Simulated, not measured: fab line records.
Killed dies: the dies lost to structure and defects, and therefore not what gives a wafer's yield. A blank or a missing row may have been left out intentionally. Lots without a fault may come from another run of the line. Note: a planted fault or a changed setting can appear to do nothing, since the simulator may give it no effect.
fab line records	flow n5_finfet
[record] lots = 6	wafers = 18	last_day = 17
route steps=1938 shown BEOL_M11@1578 PASSIVATION@1936
lots with no fault: from the same line, run without faults
start_h: hours from the record's opening day to when the first of the lot's shown wafers began	wait_h: time in hours since the lot's previous step	" the same as in the row above	L1.1+2: one row covering several wafers at once	- no value, or no start given	* or withheld: withheld	< > ~ a bound
route shown NAME@n: NAME is a module with steps in the file, n the number in the route of the first one	usual: average and standard deviation across the fault-free wafers	same: alike in all rows	chamber/n: place in a boat	sites: the reading at each site	_std_site: the standard deviation of these	_edge_site: the outer-site mean with the inner-site mean subtracted	radius_mm: how far each site lies from the wafer's centre	mask NAME#n: copy n	behind: the most recent tool/chamber to have shaped the wafer	hold: the reason the lot was held/the length of the hold in hours/how it ended	device: names the non-switching transistor (n, p or np)	end of line: the tests these same wafers got at the end of their route	a step given without rows: its recipe and nothing more	killed: the dies lost at the first sort to structure and to defects; this is not the yield of the wafer	map: shows each die of a wafer: x if killed, . if not, _ if none is there
set.NAME: the setting as run; set.NAME@STEP: as run at that earlier step	model.NAME: the simulator's own value behind a step, which no gauge read
a table for each step, a row for each wafer; lots at some steps of the route
services: the hour from which a tool's chamber was out of use, counted from the record's first day as start_h (under 0 if before that day), plus the number of hours and why
[[steps]]
[step N5_BEOL_M11_TRENCH_ETCH_37]
[recipe] chemistry = C4F6/O2	target_depth_a = 1488.3	target = SiCOH_lowk	time_s = 48	ion_energy_ev = 250	pressure_mtorr = 30	source_w = 345	bias_w = 185	Ar_flow_sccm = 300	C4F6_flow_sccm = 10	O2_flow_sccm = 10
[step N5_BEOL_M11_ETCH_41]
[recipe] chemistry = CH3F/O2	target = SiCN	target_depth_a = 426	taper_deg = 2	time_s = 86	ion_energy_ev = 120	mask_material = TiN	pressure_mtorr = 30	source_w = 395	bias_w = 75	Ar_flow_sccm = 150	CH3F_flow_sccm = 30	O2_flow_sccm = 20
[usual] drypump_motor_current_A = 5.63/0.28	oes_product_au = 0.76/0.069	rf_vpp_V = 295.9/2.1	showerhead_plenum_p_Torr = 1.93/0.09	throttle_valve_pct = 16.24/0.22
lot.wafer	tool	chamber	start_h	wait_h	drypump_motor_current_A	oes_product_au	rf_hours_counter_h	rf_vpp_V	showerhead_plenum_p_Torr	throttle_valve_pct
L705.2	rie_diel-01	0	-	-	5.70	0.80	105	297.6	2.02	16.00
L705.5	"	0	"	"	5.68	0.80	-	297.0	2.02	16.00
L705.6	"	1	"	"	5.96	0.71	-	298.3	2.07	16.18
L706.1	rie_diel-03	0	-	-	5.46	0.74	165	294.5	1.84	16.40
L706.5	"	3	"	"	5.30	0.69	-	294.9	1.89	16.49
L706.6	"	0	"	"	5.45	0.75	-	295.5	1.84	16.42
L712.1	rie_diel-01	2	-	-	5.74	0.75	157	297.7	1.99	16.04
L712.2	"	0	"	"	5.72	0.78	121	296.6	2.02	16.05
L712.5	"	2	"	"	5.74	0.75	-	297.1	1.99	16.06
L710.1	rie_diel-04	0	-	-	5.19	0.94	16	294.9	1.95	15.83
L710.4	"	3	"	"	6.06	0.74	-	294.0	1.91	16.10
L710.5	"	0	"	"	5.21	0.93	-	296.4	1.95	15.84
L714.2	rie_diel-04	0	-	-	5.20	0.92	24	294.8	1.95	15.84
L714.3	"	2	"	"	5.81	0.71	191	293.2	1.83	16.32
L714.4	"	3	"	"	6.02	0.74	176	295.6	1.91	16.13
L720.1	rie_diel-04	0	-	-	5.21	0.89	34	296.0	1.95	15.88
L720.3	"	1	"	"	5.08	0.94	15	301.8	2.13	16.20
L720.5	"	2	"	"	5.84	0.70	-	294.9	1.83	16.35
[step N5_BEOL_M11_STRIP_77]
[recipe] chemistry = N2/H2	time_s = 10	power_w = 450	temp_c = 40	pressure_mtorr = 20	rf_frequency_hz = 6e+07	bias_power_w = 7	n2_flow_sccm = 200	h2_flow_sccm = 200
[usual] drypump_motor_current_A = 5.64/0.28	oes_product_au = 0.76/0.067	rf_vpp_V = 58.9/0.85	showerhead_plenum_p_Torr = 2.45/0.12	throttle_valve_pct = 23.50/0.23
lot.wafer	tool	chamber	start_h	wait_h	drypump_motor_current_A	oes_product_au	rf_hours_counter_h	rf_vpp_V	showerhead_plenum_p_Torr	throttle_valve_pct
L705.2	rie_diel-01	0	-	-	5.68	0.79	105	58.9	2.56	23.30
L705.5	"	0	"	"	5.71	0.79	-	59.0	2.56	23.30
L705.6	"	1	"	"	5.97	0.71	-	59.6	2.62	23.43
L706.1	rie_diel-03	0	-	-	5.46	0.74	165	58.0	2.32	23.80
L706.5	"	3	"	"	5.32	0.69	-	57.8	2.40	23.69
L706.6	"	0	"	"	5.45	0.75	-	57.2	2.32	23.81
L712.1	rie_diel-01	2	-	-	5.76	0.75	157	57.6	2.54	23.10
L712.2	"	0	"	"	5.71	0.78	121	58.4	2.56	23.31
L712.5	"	2	"	"	5.77	0.75	-	59.5	2.54	23.09
L710.1	rie_diel-04	0	-	-	5.20	0.93	16	60.1	2.49	23.39
L710.4	"	3	"	"	6.00	0.74	-	58.4	2.43	23.53
L710.5	"	0	"	"	5.22	0.93	-	59.4	2.49	23.38
L714.2	rie_diel-04	0	-	-	5.21	0.90	24	57.6	2.48	23.41
L714.3	"	2	"	"	5.81	0.70	191	58.4	2.31	23.32
L714.4	"	3	"	"	6.03	0.73	176	59.0	2.43	23.55
L720.1	rie_diel-04	0	-	-	5.20	0.88	34	60.2	2.48	23.41
L720.3	"	1	"	"	5.10	0.95	15	60.0	2.71	23.77
L720.5	"	2	"	"	5.83	0.70	-	59.1	2.30	23.33
[step N5_BEOL_M11_OCD_MEAS_38]
[usual] trench_depth_nm = 147.8/2.2
lot.wafer	tool	chamber	start_h	wait_h	trench_depth_nm
L705.2	ocd-02	-	258.45	-	150.4
L705.5	"	-	"	"	150.0
L705.6	"	-	"	"	146.6
L706.1	ocd-02	-	277.76	-	148.7
L706.5	"	-	"	"	147.0
L706.6	"	-	"	"	148.2
L712.1	ocd-01	-	298.24	-	150.4
L712.2	"	-	"	"	151.3
L712.5	"	-	"	"	150.2
L710.1	ocd-02	-	299.79	-	150.6
L710.4	"	-	"	"	147.8
L710.5	"	-	"	"	150.5
L714.2	ocd-01	-	327.08	-	149.4
L714.3	"	-	"	"	145.6
L714.4	"	-	"	"	147.5
L720.1	ocd-01	-	359.55	-	150.8
L720.3	"	-	"	"	152.7
L720.5	"	-	"	"	145.5
[step N5_BEOL_M11_HM_STRIP_39]
[recipe] chemistry = peroxide_tin_strip	material = TiN	target_depth_a = 250	temp_c = 50	time_s = 158
[step N5_BEOL_M11_SRD_40]
[recipe] time_s = 30	temp_c = 23	rinse_liquid = diw	dry = ipa_marangoni
[step N5_BEOL_M11_PRECLEAN_42]
[recipe] chemistry = residue_remover	time_s = 60	temp_c = 40
[step N5_BEOL_M11_SRD_43]
[recipe] time_s = 30	temp_c = 23	rinse_liquid = diw	dry = ipa_marangoni
[step N5_BEOL_M11_CD_MEAS_35]
[recipe] target_cd_nm = 70	polarity = opening
[usual] cd_nm = 69.8/0.47
lot.wafer	tool	chamber	start_h	wait_h	cd_nm
L705.2	cd_sem-03	-	258.61	0.0	69.8
L705.5	"	-	"	"	69.8
L705.6	"	-	"	"	69.6
L706.1	cd_sem-01	-	278.02	0.0	69.8
L706.5	"	-	"	"	69.6
L706.6	"	-	"	"	70.3
L712.1	cd_sem-02	-	298.39	0.0	69.9
L712.2	"	-	"	"	69.5
L712.5	"	-	"	"	69.7
L710.1	cd_sem-03	-	299.94	0.0	70.4
L710.4	"	-	"	"	70.0
L710.5	"	-	"	"	70.4
L714.2	cd_sem-01	-	327.23	0.0	70.0
L714.3	"	-	"	"	71.1
L714.4	"	-	"	"	70.5
L720.1	cd_sem-01	-	359.70	0.0	69.7
L720.3	"	-	"	"	69.9
L720.5	"	-	"	"	69.7
[step N5_BEOL_M11_CURE_72]
[recipe] temp_c = 370	time_s = 120	ambient = DMADMS/He	material = SiCOH_lowk
[usual] lamp_power_pct = 52.31/0.049	wafer_temp_C_max = 371.7/0.85
lot.wafer	tool	chamber	start_h	wait_h	lamp_power_pct	wafer_temp_C_max
L705.2	uv_cure-01	1	258.70	0.1	52.28	371.4
L705.5	"	1	"	"	52.36	371.0
L705.6	"	1	"	"	52.32	371.0
L706.1	uv_cure-03	0	278.06	0.0	52.25	371.4
L706.5	"	0	"	"	52.27	371.9
L706.6	"	0	"	"	52.25	372.4
L712.1	uv_cure-03	1	298.43	0.0	52.27	370.9
L712.2	"	1	"	"	52.29	371.0
L712.5	"	1	"	"	52.35	371.2
L710.1	uv_cure-02	1	299.99	0.0	52.28	371.7
L710.4	"	1	"	"	52.32	371.1
L710.5	"	1	"	"	52.35	371.2
L714.2	uv_cure-01	2	327.32	0.1	52.37	371.4
L714.3	"	2	"	"	52.27	371.2
L714.4	"	2	"	"	52.34	371.6
L720.1	uv_cure-02	0	359.74	0.0	52.32	372.0
L720.3	"	0	"	"	52.26	371.7
L720.5	"	0	"	"	52.29	372.3
[step N5_BEOL_M11_DEGAS_44]
[recipe] ambient = vacuum	temp_c = 250	time_s = 60
[usual] heater_power_w = 345/37
lot.wafer	tool	chamber	start_h	wait_h	heater_power_w
L705.2	pvd_sputter-02	-	259.09	0.3	338
L705.5	"	-	"	"	334
L705.6	"	-	"	"	327
L706.1	pvd_sputter-02	-	279.93	1.8	346
L706.5	"	-	"	"	320
L706.6	"	-	"	"	282
L712.1	pvd_sputter-03	-	299.47	1.0	345
L712.2	"	-	"	"	482
L712.5	"	-	"	"	320
L710.1	pvd_sputter-01	-	300.43	0.4	335
L710.4	"	-	"	"	331
L710.5	"	-	"	"	338
L714.2	pvd_sputter-01	-	327.65	0.3	324
L714.3	"	-	"	"	368
L714.4	"	-	"	"	334
L720.1	pvd_sputter-01	-	360.41	0.6	345
L720.3	"	-	"	"	326
L720.5	"	-	"	"	324
[step N5_BEOL_M11_PRE_CLEAN_45]
[recipe] gas = H2/He	time_s = 30	temp_c = 250
[usual] heater_power_w = 345/38
lot.wafer	tool	chamber	start_h	wait_h	heater_power_w
L705.2	pvd_sputter-02	-	259.13	0.0	351
L705.5	"	-	"	"	342
L705.6	"	-	"	"	315
L706.1	pvd_sputter-02	-	279.97	0.0	351
L706.5	"	-	"	"	335
L706.6	"	-	"	"	284
L712.1	pvd_sputter-03	-	299.51	0.0	360
L712.2	"	-	"	"	476
L712.5	"	-	"	"	314
L710.1	pvd_sputter-01	-	300.47	0.0	330
L710.4	"	-	"	"	327
L710.5	"	-	"	"	332
L714.2	pvd_sputter-01	-	327.69	0.0	326
L714.3	"	-	"	"	353
L714.4	"	-	"	"	341
L720.1	pvd_sputter-01	-	360.45	0.0	339
L720.3	"	-	"	"	329
L720.5	"	-	"	"	332
[step N5_BEOL_M11_ALD_74]
[recipe] material = TaN	target_thk_a = 20	temp_c = 275	ald_precursor_family = PDMAT	ald_co_reactant = NH3	pressure_torr = 3	carrier_flow_sccm = 1500	pulse_time_s = 2	purge_time_s = 3	co_reactant_purge_time_s = 2	co_reactant_pulse_time_s = 3	ald_cycles = 40	precursor_vessel_temp_c = 75	precursor_vessel_pressure_torr = 26.25	precursor_vessel_carrier_sccm = 1000
[usual] ald_cycles = 40/0	heater_power_w = 433/42
lot.wafer	tool	chamber	start_h	wait_h	ald_cycles	heater_power_w
L705.2	ald_metal-01	2	259.19	0.0	40	464
L705.5	"	0	"	"	40	422
L705.6	"	3	"	"	40	456
L706.1	ald_metal-01	1	280.03	0.0	42	504
L706.5	"	1	"	"	42	510
L706.6	"	2	"	"	40	460
L712.1	ald_metal-03	2	299.67	0.1	40	419
L712.2	"	0	"	"	40	412
L712.5	"	2	"	"	40	416
L710.1	ald_metal-01	2	300.53	0.0	42	455
L710.4	"	3	"	"	40	458
L710.5	"	2	"	"	42	458
L714.2	ald_metal-03	0	327.75	0.0	40	403
L714.3	"	1	"	"	40	452
L714.4	"	2	"	"	40	412
L720.1	ald_metal-01	2	360.74	0.3	40	472
L720.3	"	3	"	"	40	442
L720.5	"	0	"	"	40	424
[step N5_BEOL_M11_SURFACE_TREAT_76]
[recipe] gas = Ar	time_s = *	ion_energy_ev = *	ion_current_ma_cm2 = 0.5	pressure_mtorr = *	ar_flow_sccm = 30
[step N5_PASSIVATION_PROBE_49]
[usual] defect_limited_yield = 91.1/1.5	killed_at_M0_to_M3 = 36/11	killed_at_M4_up = 13/5	killed_at_contacts = 13/5	killed_at_front_end = 40/12	killed_at_other = 3.3/2.3	killed_dies = 106/17	killed_open = 70/13	killed_short = 34/7.6	sort_bin_5_function = 5.3/0.96	sort_bin_6_memory = 3.3/0.66	sort_n_pass = 1074/17	sort_yield_pct = 91.1/1.5
[same] gross_dies = 1180	killed_at_back_side = 0	sort_bin_4_leakage[%] = 0	sort_bin_8_speed[%] = 0
lot.wafer	tool	chamber	start_h	wait_h	defect_limited_yield[%]	killed_at_M0_to_M3	killed_at_M4_up	killed_at_contacts	killed_at_front_end	killed_at_other	killed_dies	killed_open	killed_short	sort_bin_5_function[%]	sort_bin_6_memory[%]	sort_n_pass	sort_yield_pct[%]
L705.2	prober-01	-	299.57	0.1	90.7	52	18	13	20	7	110	73	37	5.3	3.3	1070	90.7
L705.5	prober-01	-	299.72	0.2	90.9	41	21	14	25	6	107	75	32	5.9	3.0	1073	90.9
L705.6	prober-01	-	299.77	0.3	88.6	48	21	11	49	6	135	86	48	6.4	4.2	1045	88.6
L706.1	prober-02	-	321.50	0.0	91.5	34	20	20	26	0	100	75	25	4.4	4.0	1080	91.5
L706.5	prober-02	-	321.70	0.2	93.2	29	10	16	25	0	80	56	23	3.6	3.0	1100	93.2
L706.6	prober-02	-	321.75	0.3	89.2	56	16	13	39	4	128	88	39	6.3	4.4	1052	89.2
L712.1	prober-02	-	342.20	0.0	90.5	57	9	8	35	3	112	74	33	6.3	2.9	1068	90.5
L712.2	prober-02	-	342.25	0.1	91.3	45	9	9	36	4	103	67	30	5.7	2.8	1077	91.3
L712.5	prober-02	-	342.40	0.2	89.8	39	9	20	50	2	120	81	36	6.6	3.1	1060	89.8
L710.1	prober-01	-	346.38	0.0	92.6	37	19	10	19	2	87	50	35	4.5	2.8	1093	92.6
L710.4	prober-01	-	346.53	0.2	92.1	36	7	11	38	1	93	60	32	4.5	3.1	1087	92.1
L710.5	prober-01	-	346.58	0.2	92.7	30	10	14	31	1	86	53	33	4.2	2.9	1094	92.7
L714.2	prober-01	-	380.67	0.1	89.0	36	24	18	52	0	130	93	36	6.5	4.2	1050	89.0
L714.3	prober-01	-	380.72	0.1	89.6	34	26	13	49	1	123	82	41	6.9	3.3	1057	89.6
L714.4	prober-01	-	380.77	0.2	90.9	32	18	7	43	7	107	72	32	5.1	3.8	1073	90.9
L720.1	prober-02	-	412.91	0.0	91.9	31	10	7	41	6	95	53	32	4.2	3.0	1085	91.9
L720.3	prober-02	-	413.01	0.1	92.8	16	11	19	36	3	85	60	24	4.1	3.1	1095	92.8
L720.5	prober-02	-	413.11	0.2	89.7	32	20	14	51	4	121	68	47	6.1	3.6	1059	89.7
// killed by level:class
L705.2 BEOL_M0_SAQP:geometric_particle:short=17 BEOL_M0_SAQP:geometric_particle:open=16 MOL_CONTACT_COAG:geometric_particle:open=12 BEOL_M3:geometric_particle:open=11 BEOL_M4:geometric_particle:open=8 STI_FIN_REVEAL:geometric_particle:open=4 BEOL_M2:geometric_particle:open=4 FIN_SAQP:geometric_particle:open=3
L705.5 BEOL_M2:geometric_particle:open=11 MOL_CONTACT_COAG:geometric_particle:open=10 BEOL_M4:geometric_particle:open=10 BEOL_M0_SAQP:geometric_particle:short=9 BEOL_M0_SAQP:geometric_particle:open=8 FIN_SAQP:geometric_particle:open=7 FIN_SAQP:geometric_particle:short=6 BEOL_M3:geometric_particle:open=6
L705.6 BEOL_M4:geometric_particle:open=12 BEOL_M0_SAQP:geometric_particle:open=11 FIN_SAQP:geometric_particle:short=10 BEOL_M2:geometric_particle:open=10 MOL_CONTACT_COAG:geometric_particle:open=9 FIN_SAQP:geometric_particle:open=8 BEOL_M0_SAQP:geometric_particle:short=8 BEOL_M3:geometric_particle:open=7
L706.1 MOL_CONTACT_COAG:geometric_particle:open=18 BEOL_M4:geometric_particle:open=15 BEOL_M1:geometric_particle:open=12 STI_FIN_REVEAL:geometric_particle:open=8 BEOL_M3:geometric_particle:open=6 BEOL_M0_SAQP:geometric_particle:open=4 BEOL_M0:geometric_particle:open=4 FIN_SAQP:geometric_particle:short=3
L706.5 BEOL_M1:geometric_particle:open=12 MOL_CONTACT_COAG:geometric_particle:open=11 BEOL_M1:geometric_particle:short=6 DUMMY_GATE:geometric_particle:open=5 MOL_CONTACT_COAG:geometric_particle:short=5 BEOL_M3:geometric_particle:open=5 STI_FIN_REVEAL:geometric_particle:open=4 BEOL_M2:geometric_particle:open=4
L706.6 BEOL_M1:geometric_particle:open=17 STI_FIN_REVEAL:geometric_particle:open=16 BEOL_M0_SAQP:geometric_particle:short=14 MOL_CONTACT_COAG:geometric_particle:open=11 BEOL_M0_SAQP:geometric_particle:open=9 BEOL_M4:geometric_particle:open=8 BEOL_M1:geometric_particle:short=7 FIN_SAQP:geometric_particle:open=5
L712.1 BEOL_M3:geometric_particle:open=21 BEOL_M0_SAQP:geometric_particle:open=10 BEOL_M2:geometric_particle:open=7 DUMMY_GATE:geometric_particle:open=6 GATE_CUT:geometric_particle:short=6 BEOL_M3:geometric_particle:short=6 MOL_CONTACT_COAG:geometric_particle:open=6 STI_FIN_REVEAL:geometric_particle:open=5
L712.2 BEOL_M0_SAQP:geometric_particle:open=13 STI_FIN_REVEAL:geometric_particle:open=12 BEOL_M0_SAQP:geometric_particle:short=8 MOL_CONTACT_COAG:geometric_particle:open=7 BEOL_M3:geometric_particle:open=7 BEOL_M3:geometric_particle:short=6 GATE_CUT:geometric_particle:short=5 BEOL_M4:geometric_particle:open=4
L712.5 MOL_CONTACT_COAG:geometric_particle:open=18 BEOL_M3:geometric_particle:open=15 STI_FIN_REVEAL:geometric_particle:open=10 FIN_SAQP:geometric_particle:open=9 DUMMY_GATE:geometric_particle:open=7 BEOL_M0_SAQP:geometric_particle:short=7 BEOL_M4:geometric_particle:open=7 STI_FIN_REVEAL:geometric_particle:short=5
L710.1 BEOL_M0_SAQP:geometric_particle:open=15 BEOL_M0_SAQP:geometric_particle:short=13 BEOL_M4:geometric_particle:short=7 BEOL_M2:geometric_particle:open=6 DUMMY_GATE:geometric_particle:open=5 BEOL_M4:geometric_particle:open=5 MOL_CONTACT_COAG:geometric_particle:open=5 MOL_CONTACT_COAG:geometric_particle:short=5
L710.4 STI_FIN_REVEAL:geometric_particle:open=9 BEOL_M0_SAQP:geometric_particle:short=9 MOL_CONTACT_COAG:geometric_particle:open=8 BEOL_M0_SAQP:geometric_particle:open=8 BEOL_M3:geometric_particle:open=8 DUMMY_GATE:geometric_particle:open=7 FIN_SAQP:geometric_particle:short=6 BEOL_M3:geometric_particle:short=5
L710.5 MOL_CONTACT_COAG:geometric_particle:open=8 FIN_SAQP:geometric_particle:open=7 STI_FIN_REVEAL:geometric_particle:open=7 BEOL_M0_SAQP:geometric_particle:short=7 MOL_CONTACT_COAG:geometric_particle:short=6 BEOL_M2:geometric_particle:open=6 FIN_SAQP:geometric_particle:short=5 BEOL_M1:geometric_particle:short=4
L714.2 MOL_CONTACT_COAG:geometric_particle:open=14 BEOL_M0_SAQP:geometric_particle:open=12 DUMMY_GATE:geometric_particle:open=8 FIN_SAQP:geometric_particle:open=7 FIN_SAQP:geometric_particle:short=7 STI_FIN_REVEAL:geometric_particle:open=7 GATE_CUT:geometric_particle:short=7 GATE_CUT:geometric_particle:open=6
L714.3 BEOL_M0_SAQP:geometric_particle:open=14 BEOL_M4:geometric_particle:open=13 BEOL_M0_SAQP:geometric_particle:short=13 FIN_SAQP:geometric_particle:open=11 MOL_CONTACT_COAG:geometric_particle:open=9 DUMMY_GATE:geometric_particle:open=6 GATE_CUT:geometric_particle:short=6 FIN_SAQP:geometric_particle:short=5
L714.4 FIN_SAQP:geometric_particle:open=16 BEOL_M0_SAQP:geometric_particle:open=8 FIN_SAQP:geometric_particle:short=7 BEOL_M1:geometric_particle:open=6 MOL_CONTACT_COAG:geometric_particle:open=5 BEOL_M0_SAQP:geometric_particle:short=5 BEOL_M2:geometric_particle:open=5 PAD_METAL:geometric_particle:open=4
L720.1 STI_FIN_REVEAL:geometric_particle:open=8 BEOL_M2:geometric_particle:open=7 HKMG_FIN:area_etch=7 MOL_CONTACT_COAG:geometric_particle:open=6 GATE_CUT:geometric_particle:short=5 BEOL_M0_SAQP:geometric_particle:short=5 BEOL_M3:geometric_particle:open=5 FIN_SAQP:geometric_particle:short=4
L720.3 MOL_CONTACT_COAG:geometric_particle:open=16 FIN_SAQP:geometric_particle:open=6 GATE_CUT:geometric_particle:open=6 GATE_CUT:geometric_particle:short=6 BEOL_M0_SAQP:geometric_particle:open=6 FIN_SAQP:geometric_particle:short=5 BEOL_M1:geometric_particle:open=4 BEOL_M4:geometric_particle:open=4
L720.5 STI_FIN_REVEAL:geometric_particle:open=10 GATE_CUT:geometric_particle:short=10 MOL_CONTACT_COAG:geometric_particle:open=10 BEOL_M0_SAQP:geometric_particle:short=10 FIN_SAQP:geometric_particle:short=9 BEOL_M4:geometric_particle:open=6 FIN_SAQP:geometric_particle:open=5 BEOL_M2:geometric_particle:open=5
[[services]]
tool	chamber	start_h	hours	kind
rie_diel-04	-	254.83	0.1	repair
rie_diel-01	2	256.39	8.1	repair
rie_diel-01	1	260.87	12.6	repair
uv_cure-02	-	264.58	7.5	pm
uv_cure-03	-	270.05	3.4	pm
uv_cure-03	-	273.62	0.5	repair
rie_diel-04	1	281.16	-	clean
rie_diel-04	1	281.16	-	consumable_replace:focus_ring
rie_diel-04	1	281.16	-	consumable_replace:showerhead
rie_diel-04	1	281.16	22.7	scheduled_down
rie_diel-04	1	281.16	22.7	vent_cycle
uv_cure-01	-	282.43	2.8	pm
rie_diel-03	1	285.68	6.9	repair
uv_cure-02	-	294.95	2.1	pm
rie_diel-03	3	353.36	-	clean
rie_diel-03	3	353.36	-	consumable_replace:focus_ring
rie_diel-03	3	353.36	-	consumable_replace:showerhead
rie_diel-03	3	353.36	18.9	scheduled_down
rie_diel-03	3	353.36	18.9	vent_cycle
rie_diel-01	2	359.98	1.5	repair
[[key]]
[first_sign] step = N5_BEOL_M11_ALD_74	reading = ald_cycles	direction = up	sigmas = 99+	usual = *	struck = *
effect none on later readings
met_at N5_BEOL_M11_ALD_74
struck_wafers L706.1,L706.5,L710.1,L710.5
onset_between 259.19 280.03
[fault] kind = process_parameter_drift	tool = ald_metal-01	chamber = -	onset_h = 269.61	steps = N5_BEOL_M11_ALD_74	channel = ald_cycles	offset = *	shape = step	end_h = 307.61	scope = struck_wafers_only	acts_in = *	stated = *
